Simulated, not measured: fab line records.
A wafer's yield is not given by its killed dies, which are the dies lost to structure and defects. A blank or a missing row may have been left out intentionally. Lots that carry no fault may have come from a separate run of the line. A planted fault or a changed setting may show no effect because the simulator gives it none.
Matching of chambers + flow n5Finfet + N5_BEOL_M13_ETCH_67 on rieDiel-06: 4 sister chambers
The step etches SiARC in CF4, target depth 143 nm, time 238.3 s. 14 wafers are shown with their chamber, then 7 later ones without.

EACH WAFER AND ITS CHAMBER
| wafer  | chamber | showerheadPlenumPTorr (Torr) | drypumpMotorCurrentA (A) | oesProductAu (a.u.) |
|--------|---------|------------------------------|--------------------------|---------------------|
| L075.2 | 2       | 2.11                         | 5.52                     | 0.58                |
| L075.3 | 1       | 2.22                         | 5.92                     | 0.62                |
| L075.6 | 1       | 2.22                         | 5.92                     | 0.62                |
| L081.1 | 1       | 2.22                         | 5.87                     | 0.61                |
| L081.3 | 0       | 2.14                         | 5.83                     | 0.61                |
| L081.6 | 0       | 2.14                         | 5.83                     | 0.61                |
| L086.2 | 3       | 2.16                         | 5.81                     | 0.73                |
| L086.3 | 0       | 2.14                         | 5.82                     | 0.60                |
| L086.4 | 1       | 2.22                         | 5.91                     | 0.60                |
| L085.1 | 1       | 2.21                         | 5.92                     | 0.61                |
| L085.4 | 0       | 2.14                         | 5.84                     | 0.61                |
| L085.5 | 1       | 2.21                         | 5.90                     | 0.61                |
| L087.4 | 3       | 2.16                         | 5.80                     | 0.72                |
| L087.5 | 3       | 2.16                         | 5.80                     | 0.72                |

SIGNATURES, as means of the wafers listed above
| reading               | chamber 0 | chamber 1 | chamber 2 | chamber 3 | scatter within a chamber |
|-----------------------|-----------|-----------|-----------|-----------|--------------------------|
| showerheadPlenumPTorr | 2.1400    | 2.2167    | 2.1100    | 2.1600    | 0.00365                  |
| drypumpMotorCurrentA  | 5.8300    | 5.9067    | 5.5200    | 5.8033    | 0.0148                   |
| oesProductAu          | 0.6075    | 0.6117    | 0.5800    | 0.7233    | 0.00652                  |
Rule: a wafer's distance from a chamber is the root of the sum, over the readings, of the square of ((its reading less the chamber's mean) divided by the reading's scatter). If the next closest chamber is less than 2 further off than the closest, the wafer can't be placed; otherwise it belongs to the closest. The scatter is the square root of a quotient: the sum, over the shown wafers, of each reading's squared deviation from its chamber's mean, divided by wafers minus chambers.

WAFERS WITH NO CHAMBER GIVEN
| wafer  | showerheadPlenumPTorr (Torr) | drypumpMotorCurrentA (A) | oesProductAu (a.u.) |
|--------|------------------------------|--------------------------|---------------------|
| L087.6 | 2.11                         | 5.51                     | 0.56                |
| L092.1 | 2.10                         | 5.52                     | 0.83                |
| L092.2 | 2.21                         | 5.91                     | 0.59                |
| L092.4 | 2.13                         | 5.83                     | 0.60                |
| L095.2 | 2.10                         | 5.52                     | 0.82                |
| L095.3 | 2.21                         | 5.92                     | 0.60                |
| L095.5 | 2.16                         | 5.77                     | 0.72                |

THE CHAMBER EACH PASSED THROUGH
| wafer  | from the rows above | in truth                   |
|--------|---------------------|----------------------------|
| L087.6 | 2                   | 2                          |
| L092.1 | 3                   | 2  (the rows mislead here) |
| L092.2 | 1                   | 1                          |
| L092.4 | 0                   | 0                          |
| L095.2 | 3                   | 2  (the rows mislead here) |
| L095.3 | 1                   | 1                          |
| L095.5 | 3                   | 3                          |
Placed correctly: 5 of 7. Number that these rows cannot place: 0. Placed wrongly: 2.
